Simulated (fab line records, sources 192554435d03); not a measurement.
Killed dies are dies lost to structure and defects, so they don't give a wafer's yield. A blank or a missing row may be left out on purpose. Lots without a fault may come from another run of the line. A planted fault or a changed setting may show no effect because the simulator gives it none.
fab line records | flow n5_finfet
record lots=6 wafers=18 last_day=18
route steps=1938 shown BEOL_M10@1470
lots that met no fault: from a run of the same line without faults
start_h: hours from the record's first day to the start of the lot's first wafer shown | wait_h: hours since the lot's step before | " the same as in the row above | L1.1+2: a row that stands for several wafers | - no value, or no start given | * or withheld: withheld | < > ~ a bound
route shown NAME@n: a module of which the file shows steps, and the number in the route of the first | usual: mean/standard deviation of fault-free wafers | same: alike in all rows | chamber/n: place in a boat | sites: the reading at each site | _std_site: their standard deviation | _edge_site: outer sites' mean less inner sites' | radius_mm: how far each site lies from the wafer's centre | mask NAME#n: copy n | behind: the tool/chamber that last shaped the wafer | hold: why the lot was held/for how many hours/how that ended | device: the transistor (n, p or np) that didn't switch | end of line: the same wafers' tests at the end of the route | a step without rows: its recipe alone | killed: dies lost to structure and defects at the first sort, not the wafer's yield | map: a wafer's dies, x killed, . not, _ none there
set.NAME: the setting as run; set.NAME@STEP: as run at that earlier step | model.NAME: the simulator's own value behind a step, which no gauge read
lots at some steps of the route; a table a step, a row a wafer
services: from which hour (start_h, from the record's first day; less than 0 if before it) a tool's chamber was out of use, for how many hours, and why
## steps
# step N5_BEOL_M10_ILD_DEP_00
# recipe material=SiCOH_lowk target_thk_a=3085.1 temp_c=300 precursor=DEMS/porogen pressure_torr=5 rf_w=500 time_s=58
# usual heater_power_w=308/42 showerhead_plenum_p_Torr=5.740/0.022 throttle_valve_pct=13.8/0.86
# same time_s=58
# columns lot.wafer tool chamber start_h wait_h heater_power_w showerhead_plenum_p_Torr throttle_valve_pct
L622.1 pecvd-01 1 219.08 0.0 316 5.757 15.8
L622.2 " 0 " " 310 5.738 13.8
L622.3 " 2 " " 284 5.773 12.9
L627.1 pecvd-01 1 252.67 0.0 339 5.765 15.8
L627.2 " 0 " " 273 5.738 13.4
L627.6 " 2 " " 332 5.773 13.0
L631.1 pecvd-01 2 271.94 0.0 289 5.764 13.1
L631.4 " 1 " " 325 5.763 15.8
L631.5 " 0 " " 306 5.724 13.8
L630.1 pecvd-01 0 272.16 0.0 321 5.733 13.9
L630.3 " 1 " " 324 5.764 16.1
L630.4 " 0 " " 241 5.748 14.1
L640.1 pecvd-02 0 335.77 0.0 329 5.718 13.9
L640.2 " 2 " " 347 5.736 13.5
L640.5 " 1 " " 268 5.742 13.4
L643.1 pecvd-02 2 367.37 0.0 311 5.728 13.5
L643.3 " 1 " " 237 5.727 13.7
L643.5 " 1 " " 243 5.715 13.5
# step N5_BEOL_M10_CURE_71
# recipe temp_c=385 time_s=240 ambient=He/Ar material=SiCOH_lowk
# usual lamp_power_pct=52.31/0.062 wafer_temp_C_max=386.7/0.66
# same time_s=240
# columns lot.wafer tool chamber start_h wait_h lamp_power_pct wafer_temp_C_max
L622.1 uv_cure-03 2 219.15 0.0 52.29 386.7
L622.2 " 2 " " 52.33 386.8
L622.3 " 2 " " 52.21 386.2
L627.1 uv_cure-03 0 252.75 0.0 52.39 385.9
L627.2 " 0 " " 52.40 386.5
L627.6 " 0 " " 52.31 386.0
L631.1 uv_cure-01 1 272.02 0.0 52.38 386.9
L631.4 " 1 " " 52.28 386.9
L631.5 " 1 " " 52.34 386.7
L630.1 uv_cure-03 2 272.24 0.0 52.37 386.9
L630.3 " 2 " " 52.27 387.0
L630.4 " 2 " " 52.41 387.1
L640.1 uv_cure-03 1 335.85 0.0 52.21 385.5
L640.2 " 1 " " 52.32 386.2
L640.5 " 1 " " 52.21 386.4
L643.1 uv_cure-02 1 367.45 0.0 52.29 388.0
L643.3 " 1 " " 52.30 387.7
L643.5 " 1 " " 52.19 387.2
# step N5_BEOL_M10_THK_MEAS_01
# recipe reads=SiCOH_lowk_of_BEOL_M10_ILD_DEP_00
# usual M10_ILD_THK=268/3.9
# columns lot.wafer tool chamber start_h wait_h M10_ILD_THK[nm]
L622.1 film_metro-01 - 219.67 0.4 263
L622.2 " - " " 264
L622.3 " - " " 261
L627.1 film_metro-02 - 253.26 0.4 267
L627.2 " - " " 268
L627.6 " - " " 270
L631.1 film_metro-02 - 272.53 0.4 268
L631.4 " - " " 273
L631.5 " - " " 270
L630.1 film_metro-01 - 272.75 0.4 265
L630.3 " - " " 268
L630.4 " - " " 265
L640.1 film_metro-01 - 336.36 0.4 266
L640.2 " - " " 272
L640.5 " - " " 278
L643.1 film_metro-01 - 368.44 0.8 263
L643.3 " - " " 269
L643.5 " - " " 273
# step N5_BEOL_M10_PECVD_70
# recipe material=SiO2 target_thk_a=200 temp_c=400 precursor=TEOS/O2 pressure_torr=5.5 rf_w=450 teos_flow_sccm=53.8 gas=O2 flow_sccm=3000 time_s=22.7
# usual heater_power_w=714/81 showerhead_plenum_p_Torr=8.81/0.088 throttle_valve_pct=22.3/1.3
# same time_s=22.7
# columns lot.wafer tool chamber start_h wait_h heater_power_w showerhead_plenum_p_Torr throttle_valve_pct
L622.1 pecvd-01 2 219.70 0.0 796 8.94 21.0
L622.2 " 1 " " 851 8.85 25.5
L622.3 " 0 " " 641 8.78 22.0
L627.1 pecvd-02 0 253.30 0.0 660 8.69 22.1
L627.2 " 1 " " 561 8.73 21.9
L627.6 " 0 " " 656 8.71 22.1
L631.1 pecvd-02 2 272.57 0.0 728 8.73 21.4
L631.4 " 0 " " 676 8.69 22.2
L631.5 " 2 " " 739 8.73 21.3
L630.1 pecvd-02 0 272.79 0.0 707 8.70 22.2
L630.3 " 2 " " 812 8.73 21.6
L630.4 " 1 " " 570 8.70 21.9
L640.1 pecvd-01 1 336.39 0.0 829 8.85 25.4
L640.2 " 2 " " 737 8.92 21.5
L640.5 " 0 " " 603 8.79 22.3
L643.1 pecvd-03 1 368.48 0.0 690 8.82 21.7
L643.3 " 1 " " 710 8.80 21.8
L643.5 " 2 " " 748 8.92 22.3
# step N5_BEOL_M10_HM_DEP_02
# recipe material=TiN target_thk_a=200 temp_c=25 chamber_pressure_pa=0.49996
# usual throttle_valve_pct=30.1/1.1
# columns lot.wafer tool chamber start_h wait_h throttle_valve_pct
L622.1 pvd_sputter-03 - 221.78 2.1 31.1
L622.2 " - " " 30.2
L622.3 " - " " 29.9
L627.1 pvd_sputter-03 - 255.64 2.3 30.8
L627.2 " - " " 30.3
L627.6 " - " " 30.7
L631.1 pvd_sputter-02 - 276.23 3.6 31.2
L631.4 " - " " 29.8
L631.5 " - " " 31.4
L630.1 pvd_sputter-02 - 276.43 3.6 27.8
L630.3 " - " " 31.0
L630.4 " - " " 30.8
L640.1 pvd_sputter-02 - 338.51 2.1 30.9
L640.2 " - " " 29.6
L640.5 " - " " 29.5
L643.1 pvd_sputter-02 - 369.58 1.1 27.6
L643.3 " - " " 30.9
L643.5 " - " " 27.8
# step N5_BEOL_M10_COAT_59
# recipe resist=SOC temp_c=250 time_s=60 spin_rpm=1500 resist_thk_nm=100
# step N5_BEOL_M10_COAT_60
# recipe resist=SiARC temp_c=220 time_s=60 spin_rpm=1500 resist_thk_nm=30
# step N5_BEOL_M10_COAT_05
# recipe resist=CAR-ArF spin_rpm=1500 resist_thk_nm=90
# step N5_BEOL_M10_EBR_07
# recipe solvent=PGMEA ebr_width_mm=1.5
# step N5_BEOL_M10_SOFTBAKE_06
# recipe temp_c=110 time_s=60 resist=CAR-ArF
# step N5_BEOL_M10_EXPOSE_08
# recipe mask_id=M10 na=1.35 source_shape=dipole sigma_inner=0.411 sigma_outer=0.611 polarization=te dose_mj=53.75
# step N5_BEOL_M10_PEB_09
# recipe peb_temp_c=withheld peb_time_s=60 resist=CAR-ArF
# step N5_BEOL_M10_DEVELOP_10
# recipe develop_time_s=30 developer=TMAH resist=CAR-ArF rinse_liquid=diw dry=air_spin dev_temp_c=23
# usual chill_plate_temp_C=22.97/0.097 develop_time_s=30/0
# columns lot.wafer tool chamber start_h wait_h chill_plate_temp_C develop_time_s model.CAR-ArF_of_BEOL_M10_COAT_05.thk_nm
L622.1 litho_track-02 0 222.22 - 23.02 30 88.8
L622.2 " 0 " " 22.90 30 88.4
L622.3 " 0 " " 22.98 30 88.2
L627.1 litho_track-03 0 256.07 - 23.02 30 88.4
L627.2 " 0 " " 22.93 30 88.2
L627.6 " 0 " " 23.00 30 88.6
L631.1 litho_track-03 - 276.67 - - - 90.2
L631.4 " - " " - - 89.8
L631.5 " - " " - - 90
L630.1 litho_track-03 - 276.87 - - - 90
L630.3 " - " " - - 89.6
L630.4 " - " " - - 89.8
L640.1 litho_track-05 0 338.95 - 22.96 30 88.4
L640.2 " 0 " " 23.11 30 88.4
L640.5 " 0 " " 23.12 30 88.4
L643.1 litho_track-02 0 369.89 - 22.99 30 88
L643.3 " 0 " " 22.97 30 88
L643.5 " 0 " " 22.94 30 87.8
# step N5_BEOL_M10_CD_MEAS_11
# recipe target_cd_nm=64.1 landing_energy_ev=500 detector=se_inlens polarity=opening
# usual cd_nm=64.3/0.52
# columns lot.wafer tool chamber start_h wait_h cd_nm
L622.1 cd_sem-03 0 222.28 - 64.1
L622.2 " 0 " " 64.0
L622.3 " 0 " " 64.1
L627.1 cd_sem-02 0 256.13 - 64.2
L627.2 " 0 " " 64.3
L627.6 " 0 " " 64.9
L631.1 cd_sem-02 0 276.72 - -
L631.4 " 0 " " -
L631.5 " 0 " " -
L630.1 cd_sem-03 0 276.92 - -
L630.3 " 0 " " -
L630.4 " 0 " " -
L640.1 cd_sem-03 0 339.01 - 64.2
L640.2 " 0 " " 64.4
L640.5 " 0 " " 64.2
L643.1 cd_sem-02 0 369.95 - 63.5
L643.3 " 0 " " 62.8
L643.5 " 0 " " 63.9
## services
# columns tool chamber start_h hours kind
pecvd-02 0 197.81 2.1 scheduled_down
uv_cure-02 - 198.27 0.5 repair
pecvd-02 1 199.94 16.5 scheduled_down
pecvd-03 1 218.40 5.5 scheduled_down
uv_cure-01 - 222.49 1.4 repair
pecvd-03 0 224.32 5.5 scheduled_down
pecvd-02 2 231.85 5.5 scheduled_down
uv_cure-02 - 268.20 2.1 pm
pvd_sputter-02 - 279.52 3.8 repair
pecvd-01 - 289.64 1.0 repair
pecvd-02 1 316.06 2.1 scheduled_down
pecvd-03 2 351.75 2.1 scheduled_down
pecvd-01 2 357.44 5.5 scheduled_down
pecvd-03 0 357.77 12.8 repair
## key
first_sign step=N5_BEOL_M10_DEVELOP_10 reading=tool_record direction=missing
effect none on later readings
model_effect step=N5_BEOL_M10_DEVELOP_10 value=CAR-ArF_of_BEOL_M10_COAT_05.thk_nm without=88.17 struck=89.9
met_at N5_BEOL_M10_DEVELOP_10
struck_wafers L630.1,L630.3,L630.4,L631.1,L631.4,L631.5
later_rows_left_out L630.1,L630.3,L630.4,L631.1,L631.4,L631.5
sort_left_out L630.1,L630.3,L630.4,L631.1,L631.4,L631.5
onset_between 256.07 276.67
fault kind=skipped_step_whole tool=litho_track-03 chamber=- onset_h=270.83 steps=N5_BEOL_M10_DEVELOP_10 scope=struck_lots_only
# sort_left_out: the simulated sort isn't trusted on such a fault, so these wafers' sort isn't shown, and their yield isn't known
# later_rows_left_out: the simulator's readings of these wafers behind a module that went badly wrong aren't trusted and aren't shown, but for the sort
